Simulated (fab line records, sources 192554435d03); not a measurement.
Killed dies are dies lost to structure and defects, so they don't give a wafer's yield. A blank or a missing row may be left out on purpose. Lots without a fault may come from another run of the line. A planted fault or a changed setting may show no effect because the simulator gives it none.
fab line records | flow n5_finfet
record lots=14 wafers=42 last_day=17
route steps=1938 shown SD_EPI_N@293 SD_EPI_P@316 SD_ACTIVATION@332 BEOL_M4@1111
lots that met no fault: from a run of the same line without faults
start_h: hours from the record's first day to the start of the lot's first wafer shown | wait_h: hours since the lot's step before | " the same as in the row above | L1.1+2: a row that stands for several wafers | - no value, or no start given | * or withheld: withheld | < > ~ a bound
route shown NAME@n: a module of which the file shows steps, and the number in the route of the first | usual: mean/standard deviation of fault-free wafers | same: alike in all rows | chamber/n: place in a boat | sites: the reading at each site | _std_site: their standard deviation | _edge_site: outer sites' mean less inner sites' | radius_mm: how far each site lies from the wafer's centre | mask NAME#n: copy n | behind: the tool/chamber that last shaped the wafer | hold: why the lot was held/for how many hours/how that ended | device: the transistor (n, p or np) that didn't switch | end of line: the same wafers' tests at the end of the route | a step without rows: its recipe alone | killed: dies lost to structure and defects at the first sort, not the wafer's yield | map: a wafer's dies, x killed, . not, _ none there
set.NAME: the setting as run; set.NAME@STEP: as run at that earlier step | model.NAME: the simulator's own value behind a step, which no gauge read
steps of the route over a sample of lots; a table a step, a row a wafer
services: from which hour (start_h, from the record's first day; less than 0 if before it) a tool's chamber was out of use, for how many hours, and why
## steps
# step N5_SD_EPI_N_LINER_46
# recipe material=SiNx target_thk_a=30 temp_c=400 ald_precursor_family=SiH2I2 ald_co_reactant=N2/H2-plasma pressure_torr=2
# usual heater_power_w=820/84
# columns lot.wafer tool chamber start_h wait_h heater_power_w
L350.2 ald_sin-02 1 58.07 0.1 869
L350.3 " 0 " " 759
L350.4 " 3 " " 931
L351.1 ald_sin-03 0 60.15 0.2 877
L351.4 " 2 " " 677
L351.5 " 2 " " 699
L352.3 ald_sin-03 3 65.93 0.1 744
L352.5 " 0 " " 872
L352.6 " 3 " " 761
L353.2 ald_sin-03 1 70.95 0.2 798
L353.3 " 0 " " 882
L353.4 " 2 " " 684
L354.1 ald_sin-03 0 78.36 0.7 836
L354.4 " 3 " " 756
L354.5 " 1 " " 832
L357.3 ald_sin-04 0 95.84 0.6 869
L357.5 " 2 " " 882
L357.6 " 3 " " 741
L358.1 ald_sin-03 2 101.83 0.3 662
L358.4 " 0 " " 870
L358.6 " 2 " " 665
L363.1 ald_sin-02 2 132.72 0.2 799
L363.2 " 1 " " 903
L363.3 " 0 " " 734
L364.2 ald_sin-03 3 141.05 0.1 737
L364.5 " 0 " " 866
L364.6 " 1 " " 778
L365.1 ald_sin-02 2 143.84 0.3 805
L365.4 " 3 " " 925
L365.6 " 3 " " 918
L368.2 ald_sin-02 1 165.62 0.1 904
L368.4 " 3 " " 933
L368.5 " 3 " " 948
L370.1 ald_sin-04 3 177.03 1.1 740
L370.3 " 1 " " 956
L370.4 " 2 " " 904
L371.2 ald_sin-03 0 178.14 0.1 849
L371.4 " 3 " " 752
L371.5 " 1 " " 802
L373.3 ald_sin-03 2 191.03 1.2 664
L373.4 " 0 " " 867
L373.6 " 2 " " 678
# step N5_SD_EPI_P_STRIP_40
# recipe chemistry=N2/H2 power_w=1000 temp_c=250 h2_frac=0.65 overash_fraction=0.3 pressure_mtorr=withheld n2_flow_sccm=1750 h2_flow_sccm=3250
# usual drypump_motor_current_A=5.9/0.47 heater_power_w=368/28 oes_product_au=0.761/0.012
# columns lot.wafer tool chamber start_h wait_h drypump_motor_current_A heater_power_w oes_product_au rf_hours_counter_h
L350.2 plasma_asher-01 1 59.64 0.0 5.5 332 0.751 41
L350.3 " 0 " " 6.5 386 0.763 -
L350.4 " 1 " " 5.5 329 0.745 -
L351.1 plasma_asher-01 0 61.73 0.0 6.6 380 0.757 42
L351.4 " 0 " " 6.6 387 0.773 -
L351.5 " 0 " " 6.6 389 0.748 -
L352.3 plasma_asher-01 1 67.52 0.0 5.5 323 0.772 -
L352.5 " 0 " " 6.5 373 0.763 -
L352.6 " 1 " " 5.5 327 0.758 -
L353.2 plasma_asher-01 0 72.52 0.0 6.6 383 0.765 47
L353.3 " 1 " " 5.5 322 0.777 -
L353.4 " 0 " " 6.6 386 0.766 -
L354.1 plasma_asher-01 0 79.93 0.0 6.6 390 0.757 49
L354.4 " 1 " " 5.5 329 0.764 -
L354.5 " 0 " " 6.6 381 0.761 -
L357.3 plasma_asher-01 0 97.43 0.0 6.5 379 0.784 -
L357.5 " 1 " " 5.5 324 0.765 -
L357.6 " 0 " " 6.5 386 0.777 -
L358.1 plasma_asher-02 0 103.40 0.0 5.5 386 0.743 80
L358.4 " 1 " " 6.1 377 0.766 -
L358.6 " 1 " " 6.1 378 0.790 -
L363.1 plasma_asher-01 0 134.30 0.0 6.6 378 0.769 61
L363.2 " 1 " " 5.5 313 0.756 61
L363.3 " 0 " " 6.6 373 0.764 -
L364.2 plasma_asher-02 1 142.75 0.0 6.2 391 0.769 88
L364.5 " 0 " " 5.5 401 0.744 -
L364.6 " 1 " " 6.2 367 0.726 -
L365.1 plasma_asher-01 0 145.29 0.0 6.6 385 0.761 63
L365.4 " 1 " " 5.5 326 0.770 -
L365.6 " 0 " " 6.6 377 0.760 -
L368.2 plasma_asher-02 0 167.19 0.0 5.5 386 0.774 92
L368.4 " 1 " " 6.2 390 0.753 -
L368.5 " 1 " " 6.1 378 0.776 -
L370.1 plasma_asher-02 0 178.48 0.0 5.5 389 0.765 94
L370.3 " 0 " " 5.5 389 0.759 -
L370.4 " 1 " " 6.2 381 0.786 -
L371.2 plasma_asher-01 1 179.66 0.0 5.5 324 0.769 70
L371.4 " 1 " " 5.5 332 0.769 -
L371.5 " 1 " " 5.5 318 0.754 -
L373.3 plasma_asher-01 1 192.50 0.0 5.5 316 0.748 -
L373.4 " 0 " " 6.6 370 0.770 -
L373.6 " 1 " " 5.5 317 0.770 -
# step N5_SD_EPI_P_EPI_21
# recipe material=SiGe:B dopant=B temp_c=550 pressure_torr=20 ambient=H2 time_s=355
# usual epi_growth_time_s=355/0
# columns lot.wafer tool chamber start_h wait_h epi_growth_time_s
L350.2 epi_rpcvd-04 0 60.52 0.5 355
L350.3 " 0 " " 355
L350.4 " 0 " " 355
L351.1 epi_rpcvd-03 0 62.25 0.1 355
L351.4 " 0 63.33 1.1 355
L351.5 " 0 " " 355
L352.3 epi_rpcvd-01 0 69.13 1.1 355
L352.5 " 0 " " 355
L352.6 " 0 " " 355
L353.2 epi_rpcvd-01 0 73.40 0.5 355
L353.3 " 0 " " 355
L353.4 " 0 " " 355
L354.1 epi_rpcvd-04 0 80.45 0.1 355
L354.4 " 0 81.53 1.1 355
L354.5 " 0 " " 355
L357.3 epi_rpcvd-03 0 99.01 1.1 355
L357.5 " 0 " " 355
L357.6 " 0 " " 355
L358.1 epi_rpcvd-04 0 103.91 0.1 355
L358.4 " 0 104.99 1.1 355
L358.6 " 0 " " 355
L363.1 epi_rpcvd-03 0 134.82 0.1 672.78
L363.2 " 0 " " 672.78
L363.3 " 0 " " 672.78
L364.2 epi_rpcvd-01 0 143.63 0.5 355
L364.5 " 0 144.71 1.5 355
L364.6 " 0 " " 355
L365.1 epi_rpcvd-03 0 145.81 0.1 672.78
L365.4 " 0 146.89 1.1 672.78
L365.6 " 0 " " 672.78
L368.2 epi_rpcvd-01 0 168.06 0.5 355
L368.4 " 0 " " 355
L368.5 " 0 " " 355
L370.1 epi_rpcvd-04 0 178.99 0.1 355
L370.3 " 0 " " 355
L370.4 " 0 " " 355
L371.2 epi_rpcvd-01 0 180.82 0.6 355
L371.4 " 0 " " 355
L371.5 " 0 " " 355
L373.3 epi_rpcvd-01 0 193.72 0.8 355
L373.4 " 0 " " 355
L373.6 " 0 " " 355
# step N5_SD_EPI_P_EPI_MEAS_23
# recipe mode=xrd
# usual thk_nm=60.8/1.2
# columns lot.wafer tool chamber start_h wait_h thk_nm
L350.2 film_metro-02 - 62.37 1.5 60.7
L350.3 " - " " 62.0
L350.4 " - " " 63.8
L351.1 film_metro-02 - 64.46 1.9 61.6
L351.4 " - " " 58.5
L351.5 " - " " 60.5
L352.3 film_metro-02 - 71.09 1.5 61.3
L352.5 " - " " 58.4
L352.6 " - " " 59.1
L353.2 film_metro-02 - 75.24 1.5 61.7
L353.3 " - " " 59.1
L353.4 " - " " 59.8
L354.1 film_metro-02 - 82.65 1.8 62.1
L354.4 " - " " 61.8
L354.5 " - " " 63.4
L357.3 film_metro-01 - 100.97 1.5 60.6
L357.5 " - " " 59.8
L357.6 " - " " 59.6
L358.1 film_metro-02 - 106.11 1.8 60.8
L358.4 " - " " 60.4
L358.6 " - " " 60.2
L363.1 film_metro-01 - 137.02 1.8 94.1
L363.2 " - " " 95.1
L363.3 " - " " 91.7
L364.2 film_metro-01 - 145.47 1.5 61.0
L364.5 " - " " 61.9
L364.6 " - " " 61.7
L365.1 film_metro-02 - 148.01 1.8 90.2
L365.4 " - " " 93.4
L365.6 " - " " 90.9
L368.2 film_metro-01 - 169.90 1.5 60.6
L368.4 " - " " 61.5
L368.5 " - " " 61.5
L370.1 film_metro-02 - 181.19 1.8 60.0
L370.3 " - " " 59.3
L370.4 " - " " 61.1
L371.2 film_metro-01 - 183.27 2.0 60.6
L371.4 " - " " 60.9
L371.5 " - " " 61.8
L373.3 film_metro-02 - 195.49 1.4 59.5
L373.4 " - " " 60.9
L373.6 " - " " 60.1
# step N5_SD_ACTIVATION_RS_MEAS_03
# recipe thk_meas_gauge=four-point-probe
# usual RS_SD_N=21.88/0.29 RS_SD_P=56.3/0.88
# columns lot.wafer tool chamber start_h wait_h RS_SD_N[ohm/sq] RS_SD_P[ohm/sq]
L350.2 film_metro-02 - 63.06 0.2 21.76 56.1
L350.3 " - " " 21.72 55.9
L350.4 " - " " 21.40 56.3
L351.1 film_metro-02 - 65.32 0.2 21.96 56.5
L351.4 " - " " 22.28 57.1
L351.5 " - " " 22.25 56.3
L352.3 film_metro-02 - 71.94 0.2 22.09 56.6
L352.5 " - " " 21.76 57.9
L352.6 " - " " 21.83 56.7
L353.2 film_metro-02 - 76.33 0.2 21.63 56.6
L353.3 " - " " 21.57 57.5
L353.4 " - " " 21.41 57.6
L354.1 film_metro-02 - 83.25 0.2 22.06 54.6
L354.4 " - " " 22.03 54.5
L354.5 " - " " 21.85 54.4
L357.3 film_metro-01 - 101.77 0.2 21.85 58.3
L357.5 " - " " 21.77 56.6
L357.6 " - " " 21.90 57.7
L358.1 film_metro-01 - 106.71 0.2 22.39 56.5
L358.4 " - " " 21.88 55.4
L358.6 " - " " 22.10 55.6
L363.1 film_metro-01 - 137.66 0.2 21.63 37.5
L363.2 " - " " 21.91 37.6
L363.3 " - " " 21.61 37.9
L364.2 film_metro-02 - 146.29 0.2 21.70 55.2
L364.5 " - " " 21.60 55.0
L364.6 " - " " 21.65 55.1
L365.1 film_metro-02 - 148.64 0.2 21.34 36.9
L365.4 " - " " 21.64 37.0
L365.6 " - " " 21.41 36.9
L368.2 film_metro-01 - 170.93 0.2 21.84 56.5
L368.4 " - " " 21.91 56.5
L368.5 " - " " 22.21 55.0
L370.1 film_metro-01 - 181.81 0.2 21.68 56.0
L370.3 " - " " 21.96 56.7
L370.4 " - " " 22.30 56.6
L371.2 film_metro-02 - 183.98 0.2 21.96 56.6
L371.4 " - " " 22.07 57.0
L371.5 " - " " 21.80 56.4
L373.3 film_metro-02 - 196.15 0.2 21.96 56.4
L373.4 " - " " 21.37 56.5
L373.6 " - " " 22.08 56.2
# step N5_SD_ACTIVATION_INSPECT_02
# recipe inspect_instrument=darkfield mode=post_anneal
# usual raw_defect_count=184/40
# columns lot.wafer tool chamber start_h wait_h raw_defect_count
L350.2 defect_inspect-01 - 63.36 0.1 159
L350.3 " - " " 162
L350.4 " - " " 142
L351.1 defect_inspect-01 - 65.64 0.2 248
L351.4 " - " " 236
L351.5 " - " " 233
L352.3 defect_inspect-02 - 72.23 0.1 197
L352.5 " - " " 302
L352.6 " - " " 178
L353.2 defect_inspect-02 - 76.64 0.1 174
L353.3 " - " " 153
L353.4 " - " " 125
L354.1 defect_inspect-02 - 83.58 0.2 135
L354.4 " - " " 189
L354.5 " - " " 194
L357.3 defect_inspect-02 - 102.06 0.1 175
L357.5 " - " " 207
L357.6 " - " " 196
L358.1 defect_inspect-02 - 107.04 0.2 146
L358.4 " - " " 121
L358.6 " - " " 120
L363.1 defect_inspect-01 - 137.98 0.2 200
L363.2 " - " " 239
L363.3 " - " " 181
L364.2 defect_inspect-02 - 146.60 0.1 163
L364.5 " - " " 182
L364.6 " - " " 146
L365.1 defect_inspect-01 - 148.97 0.2 162
L365.4 " - " " 172
L365.6 " - " " 142
L368.2 defect_inspect-02 - 171.23 0.1 171
L368.4 " - " " 205
L368.5 " - " " 187
L370.1 defect_inspect-01 - 182.13 0.2 174
L370.3 " - " " 154
L370.4 " - " " 144
L371.2 defect_inspect-01 - 184.28 0.1 210
L371.4 " - " " 227
L371.5 " - " " 153
L373.3 defect_inspect-02 - 196.43 0.1 235
L373.4 " - " " 223
L373.6 " - " " 272
# step N5_BEOL_M4_RC_MEAS_101
# usual DIBL_N=36.3/1.4 DIBL_P=36.2/1.5 IOFF_N=0.160/0.021 IOFF_P=0.211/0.027 ION_N=676/7.7 ION_P=463/5.5 REXT_P=100.1/2.3 RS_SD_P=66.0/0.89 SS_N=71.4/0.57 SS_P=73.3/0.58 VT_N=249.3/2.5 VT_P=-250.1/2.6 VT_P_LVT=-98.6/2.3
# columns lot.wafer tool chamber start_h wait_h DIBL_N[mV/V] DIBL_P[mV/V] IOFF_N[nA/um] IOFF_P[nA/um] ION_N[uA/um] ION_P[uA/um] REXT_P[ohm.um] RS_SD_P[ohm/sq] SS_N[mV/dec] SS_P[mV/dec] VT_N[mV] VT_P[mV] VT_P_LVT[mV]
L350.2 prober-01 0 163.00 0.2 34.3 34.3 0.147 0.183 673 460 100.4 65.9 71.0 73.4 249.2 -253.5 -100.0
L350.3 " 0 " " 35.3 34.4 0.144 0.182 667 455 99.0 65.6 71.3 73.5 251.0 -253.1 -101.1
L350.4 " 0 " " 36.3 35.6 0.168 0.192 679 460 99.9 66.6 72.2 73.1 247.8 -251.2 -100.4
L351.1 prober-01 0 181.54 0.0 38.2 38.3 0.174 0.251 683 471 99.4 64.9 72.4 73.7 248.6 -245.4 -96.3
L351.4 " 0 " " 37.7 36.9 0.154 0.215 675 464 101.5 66.8 72.0 73.3 250.5 -246.7 -97.9
L351.5 " 0 " " 39.7 38.2 0.195 0.248 675 465 101.4 66.4 72.0 73.9 248.5 -249.7 -97.3
L353.2 prober-02 0 183.71 0.2 37.4 37.7 0.176 0.234 681 472 101.6 66.1 71.2 74.2 245.6 -246.2 -96.1
L353.3 " 0 " " 37.2 36.4 0.156 0.216 669 460 102.9 66.7 71.7 74.4 251.1 -246.7 -96.0
L353.4 " 0 " " 37.6 37.6 0.172 0.230 673 465 104.2 67.2 71.4 73.6 246.3 -246.6 -95.2
L352.3 prober-01 0 186.48 0.3 34.7 35.4 0.147 0.193 674 461 103.8 66.5 70.8 72.1 249.7 -250.8 -98.1
L352.5 " 0 " " 35.4 35.5 0.154 0.193 673 457 105.0 68.2 71.6 73.2 250.8 -250.3 -98.2
L352.6 " 0 " " 35.9 36.0 0.162 0.212 676 463 104.3 67.1 71.6 72.9 249.0 -249.7 -97.0
L354.1 prober-02 0 189.07 0.0 37.4 38.7 0.190 0.217 691 466 101.6 64.4 71.3 72.6 247.0 -251.9 -98.3
L354.4 " 0 " " 35.2 35.6 0.150 0.176 671 457 101.2 65.0 70.5 72.5 248.2 -253.0 -100.4
L354.5 " 0 " " 37.5 38.4 0.201 0.208 688 466 101.4 65.4 71.4 72.7 245.2 -251.5 -98.4
L357.3 prober-01 0 214.55 0.3 37.1 35.6 0.154 0.203 673 460 103.0 67.8 71.1 73.5 250.1 -250.2 -98.9
L357.5 " 0 " " 35.9 34.0 0.139 0.198 677 469 102.2 67.1 70.9 72.5 249.1 -248.9 -97.9
L357.6 " 0 " " 36.6 34.4 0.144 0.193 665 468 102.7 66.9 70.8 72.9 248.3 -249.8 -98.5
L358.1 prober-01 0 217.77 0.0 35.9 37.6 0.178 0.229 687 463 100.7 65.9 71.1 73.7 248.4 -251.9 -95.8
L358.4 " 0 " " 35.3 36.3 0.157 0.213 672 461 98.6 66.1 70.7 73.3 251.2 -250.3 -95.6
L358.6 " 0 " " 35.4 35.6 0.154 0.201 679 461 97.5 65.6 70.4 73.0 248.0 -248.6 -97.3
L364.2 prober-01 0 249.96 0.2 36.1 35.9 0.178 0.230 679 475 97.7 65.2 72.0 74.0 245.3 -247.7 -98.4
L364.5 " 0 " " 36.5 35.2 0.171 0.226 679 467 97.3 65.1 71.3 73.6 245.6 -244.8 -97.5
L364.6 " 0 " " 36.4 35.9 0.180 0.238 681 464 97.3 65.0 71.5 73.9 246.9 -247.4 -97.3
L363.1 prober-01 0 260.55 0.0 34.9 35.2 0.158 0.237 677 473 95.1 43.4 71.9 73.0 249.8 -245.8 -93.0
L363.2 " 0 " " 36.3 37.1 0.175 0.267 687 484 95.3 43.6 71.6 73.6 248.8 -242.9 -92.3
L363.3 " 0 " " 35.6 36.3 0.160 0.249 682 476 96.5 44.2 71.2 73.1 248.1 -243.5 -93.4
L365.1 prober-02 0 260.78 0.0 35.1 33.7 0.132 0.246 677 478 92.2 43.8 70.5 72.9 249.9 -240.1 -90.4
L365.4 " 0 " " 38.3 38.1 0.192 0.326 686 487 92.3 43.2 72.5 73.9 246.7 -240.0 -87.7
L365.6 " 0 " " 39.6 38.8 0.220 0.349 697 493 93.6 43.5 72.0 74.3 242.6 -239.5 -86.8
L368.2 prober-02 0 283.61 0.2 35.0 34.3 0.146 0.194 679 467 96.0 65.9 70.6 72.6 249.2 -249.9 -99.6
L368.4 " 0 " " 35.2 34.6 0.144 0.202 667 462 95.8 66.2 70.2 72.6 249.8 -249.2 -98.4
L368.5 " 0 " " 38.0 37.7 0.191 0.251 679 467 95.6 65.3 70.8 73.4 243.9 -248.9 -95.8
L370.1 prober-02 0 296.92 0.0 36.2 37.0 0.155 0.210 681 465 99.7 66.2 71.0 72.6 248.7 -248.2 -98.6
L370.3 " 0 " " 33.3 34.4 0.112 0.168 667 460 100.6 66.8 70.5 72.3 252.3 -251.6 -101.0
L370.4 " 0 " " 35.4 36.0 0.134 0.185 676 465 101.0 66.5 71.1 72.1 250.8 -252.4 -100.7
L371.2 prober-01 0 300.78 0.2 36.7 38.9 0.172 0.245 678 468 102.2 66.6 71.2 73.8 248.6 -249.6 -96.7
L371.4 " 0 " " 34.1 35.2 0.128 0.191 662 462 100.9 66.6 70.9 72.5 250.9 -248.4 -99.1
L371.5 " 0 " " 34.5 36.2 0.141 0.199 671 461 101.8 67.5 70.6 73.5 251.8 -251.2 -99.4
L373.3 prober-01 0 313.48 0.3 36.2 36.6 0.155 0.221 673 465 100.8 65.7 71.6 74.1 250.7 -249.9 -98.0
L373.4 " 0 " " 35.2 34.4 0.125 0.181 660 451 101.3 66.0 70.8 73.0 253.3 -250.6 -101.5
L373.6 " 0 " " 37.5 37.0 0.157 0.228 673 460 101.1 66.0 71.8 74.3 250.6 -249.8 -98.6
## services
# columns tool chamber start_h hours kind
plasma_asher-01 - 46.42 2.8 pm
epi_rpcvd-03 - 66.04 28.1 pm
ald_sin-02 3 71.18 6.8 repair
epi_rpcvd-01 - 75.20 2.8 pm
epi_rpcvd-04 - 82.61 8.1 pm
ald_sin-03 - 85.66 14.0 pm
ald_sin-03 0 85.66 14.0 vent_cycle
ald_sin-03 1 85.66 14.0 vent_cycle
ald_sin-03 2 85.66 14.0 vent_cycle
ald_sin-03 3 85.66 26.8 vent_cycle
plasma_asher-01 - 87.39 0.8 repair
ald_sin-03 0 99.66 - clean
ald_sin-03 1 99.66 - clean
ald_sin-03 2 99.66 - clean
epi_rpcvd-03 - 103.40 1.2 repair
epi_rpcvd-03 - 115.03 0.8 repair
ald_sin-02 - 151.52 6.0 pm
epi_rpcvd-04 - 163.66 1.0 repair
ald_sin-02 - 177.52 14.0 pm
ald_sin-02 0 177.52 14.0 vent_cycle
ald_sin-02 1 177.52 14.0 vent_cycle
ald_sin-02 2 177.52 14.0 vent_cycle
ald_sin-02 3 177.52 14.0 vent_cycle
ald_sin-02 0 191.52 - clean
## key
first_sign step=N5_SD_EPI_P_EPI_21 reading=epi_growth_time_s direction=up sigmas=99+ usual=* struck=*
effect step=N5_SD_EPI_P_EPI_MEAS_23 reading=thk_nm direction=up sigmas=27 usual=* struck=*
effect step=N5_SD_ACTIVATION_RS_MEAS_03 reading=RS_SD_P direction=down sigmas=22 usual=56.3 struck=37.3
effect step=N5_BEOL_M4_RC_MEAS_101 reading=RS_SD_P direction=down sigmas=25 usual=66.0 struck=43.6
effect step=N5_BEOL_M4_RC_MEAS_101 reading=ION_P direction=up sigmas=3.4 usual=463 struck=482
effect step=N5_BEOL_M4_RC_MEAS_101 reading=VT_P_LVT direction=up sigmas=3.4 usual=-98.6 struck=-90.6 wafers_moved=5
effect step=N5_BEOL_M4_RC_MEAS_101 reading=REXT_P direction=down sigmas=2.6 usual=100.1 struck=94.2
met_at N5_SD_EPI_P_EPI_21
struck_lots L363,L365
sort_left_out L363.1,L363.2,L363.3,L365.1,L365.4,L365.6
not_acting_at N5_SD_EPI_N_LINER_46,N5_SD_EPI_P_STRIP_40,N5_SD_ACTIVATION_INSPECT_02
onset_between 99.01 134.82
fault kind=process_parameter_drift tool=epi_rpcvd-03 chamber=- onset_h=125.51 steps=N5_SD_EPI_P_EPI_21 channel=epi_growth_time_s offset=* shape=step end_h=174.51 acts_in=* stated=*
# sort_left_out: the simulated sort isn't trusted on such a fault, so these wafers' sort isn't shown, and their yield isn't known
